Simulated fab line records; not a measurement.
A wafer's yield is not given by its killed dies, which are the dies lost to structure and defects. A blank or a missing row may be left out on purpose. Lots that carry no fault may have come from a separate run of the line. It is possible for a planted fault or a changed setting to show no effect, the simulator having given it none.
Matching of chambers	flow nand harc	4 sister chambers for NHARC_A_STAIRCASE_CMP_152 on cmp-01
The step polishes. 24 wafers are shown with their chamber, then 12 later ones without.

WAFERS PAIRED WITH THEIR CHAMBERS
wafer	chamber	motor current A (A)
L075.2	3	14.9
L075.3	1	12.4
L075.5	0	11.0
L075.1	2	13.6
L075.4	0	11.3
L075.6	3	13.5
L081.1	0	11.7
L081.2	1	13.2
L081.3	2	13.2
L084.2	0	11.8
L084.5	1	13.3
L084.6	2	13.3
L090.2	2	13.4
L090.3	3	13.4
L090.6	3	13.6
L090.1	0	11.2
L090.4	1	12.8
L090.5	2	13.0
L088.1	0	11.5
L088.3	1	12.8
L088.4	2	12.7
L088.2	3	13.4
L088.5	0	10.8
L088.6	1	12.2

SIGNATURES (averages over the wafers above)
reading	chamber 0	chamber 1	chamber 2	chamber 3	scatter within a chamber
motor current A	11.329	12.783	13.200	13.760	0.44
Rule: a wafer's distance from a chamber is the root of the sum, over the readings, of the square of ((its reading less the chamber's mean) divided by the reading's scatter). The wafer belongs to the nearest chamber; if the next one is less than 2 further off, it can't be placed. The scatter: take each reading less its chamber's mean, square it, sum over the shown wafers, divide by the number of wafers less the number of chambers, and take the root.

WAFERS MISSING THEIR CHAMBER
wafer	motor current A (A)
L092.1	12.0
L092.5	13.4
L092.6	13.2
L094.1	13.1
L094.2	13.5
L094.5	12.4
L097.1	13.5
L097.3	12.6
L097.6	12.3
L096.3	11.2
L096.5	13.7
L096.6	12.6

THE CHAMBER EACH PASSED THROUGH
wafer	from the rows above	in truth
L092.1	can't be placed: 0 or 1 or 2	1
L092.5	can't be placed: 2 or 3 or 1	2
L092.6	can't be placed: 2 or 1 or 3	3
L094.1	can't be placed: 2 or 1 or 3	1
L094.2	can't be placed: 3 or 2 or 1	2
L094.5	can't be placed: 1 or 2 or 0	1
L097.1	can't be placed: 3 or 2 or 1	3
L097.3	can't be placed: 1 or 2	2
L097.6	can't be placed: 1 or 2 or 0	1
L096.3	0	0
L096.5	can't be placed: 3 or 2 or 1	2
L096.6	can't be placed: 1 or 2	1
Correct placement for 1 of the 12. These rows do not allow placing 11 (true chamber among the candidates in 11). 0 placed wrongly.
